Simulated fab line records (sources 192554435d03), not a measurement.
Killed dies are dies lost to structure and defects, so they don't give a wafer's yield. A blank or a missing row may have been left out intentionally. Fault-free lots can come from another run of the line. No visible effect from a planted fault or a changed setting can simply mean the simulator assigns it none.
Matching of chambers    flow n5_finfet    N5_BEOL_M7_VIA_ETCH_34 on rie_diel-03 has 4 sister chambers
The step etches SiCOH lowk in C4F6/O2, target depth 125.5 nm, time 50.5 s. 22 wafers are shown with their chamber, then 11 later ones without.

WAFERS, EACH WITH ITS CHAMBER
wafer   chamber  showerhead_plenum_p_Torr (Torr)  drypump_motor_current_A (A)  rf_vpp_V (V)
L075.1  1        2.64                             5.25                         660
L075.4  2        2.85                             5.31                         672
L075.5  0        2.82                             5.55                         649
L079.3  0        2.82                             5.55                         650
L079.4  1        2.64                             5.22                         660
L079.6  2        2.84                             5.34                         671
L078.2  1        2.64                             5.21                         660
L078.5  0        2.82                             5.61                         649
L078.6  1        2.64                             5.23                         660
L082.1  3        2.80                             5.69                         668
L082.2  0        2.81                             5.58                         650
L082.6  2        2.84                             5.32                         669
L081.1  3        2.80                             5.69                         667
L081.3  0        2.81                             5.58                         651
L081.6  3        2.80                             5.68                         666
L083.1  0        2.81                             5.53                         650
L083.3  1        2.63                             5.22                         659
L083.5  2        2.84                             5.31                         672
L090.1  3        2.79                             5.71                         667
L090.4  0        2.81                             5.57                         649
L090.5  0        2.81                             5.57                         649
L091.3  3        2.79                             5.69                         667

SIGNATURES (means of the wafers above)
reading                   chamber 0  chamber 1  chamber 2  chamber 3  scatter within a chamber
showerhead_plenum_p_Torr  2.8137     2.6380     2.8425     2.7960     0.00507
drypump_motor_current_A   5.5675     5.2260     5.3200     5.6920     0.0185
rf_vpp_V                  649.62     659.80     671.00     667.00     0.839
Rule: a wafer lies at a distance from a chamber equal to the root of the sum of squares, over the readings, of (its reading less the chamber's mean, divided by the reading's scatter). The wafer belongs to the nearest chamber; if the next one is less than 2 further off, it can't be placed. The scatter: the root of (the sum of the squares of (reading less its chamber's mean) over the shown wafers, divided by (wafers less chambers)).

WAFERS MISSING THEIR CHAMBER
wafer   showerhead_plenum_p_Torr (Torr)  drypump_motor_current_A (A)  rf_vpp_V (V)
L091.4  2.80                             5.59                         650
L091.5  2.79                             5.72                         667
L095.2  2.83                             5.34                         671
L095.5  2.62                             5.22                         660
L095.6  2.80                             5.53                         649
L096.1  2.78                             5.71                         667
L096.2  2.80                             5.60                         650
L096.3  2.83                             5.37                         671
L097.2  2.83                             5.28                         670
L097.4  2.78                             5.71                         667
L097.6  2.83                             5.29                         670

EACH ONE'S CHAMBER
wafer   from the rows above  in truth
L091.4  0                    0
L091.5  3                    3
L095.2  2                    2
L095.5  1                    1
L095.6  0                    0
L096.1  3                    3
L096.2  0                    0
L096.3  2                    2
L097.2  2                    2
L097.4  3                    3
L097.6  2                    2
Correctly placed: 11 of 11. From these rows, 0 cannot be placed. Number placed wrongly: 0.
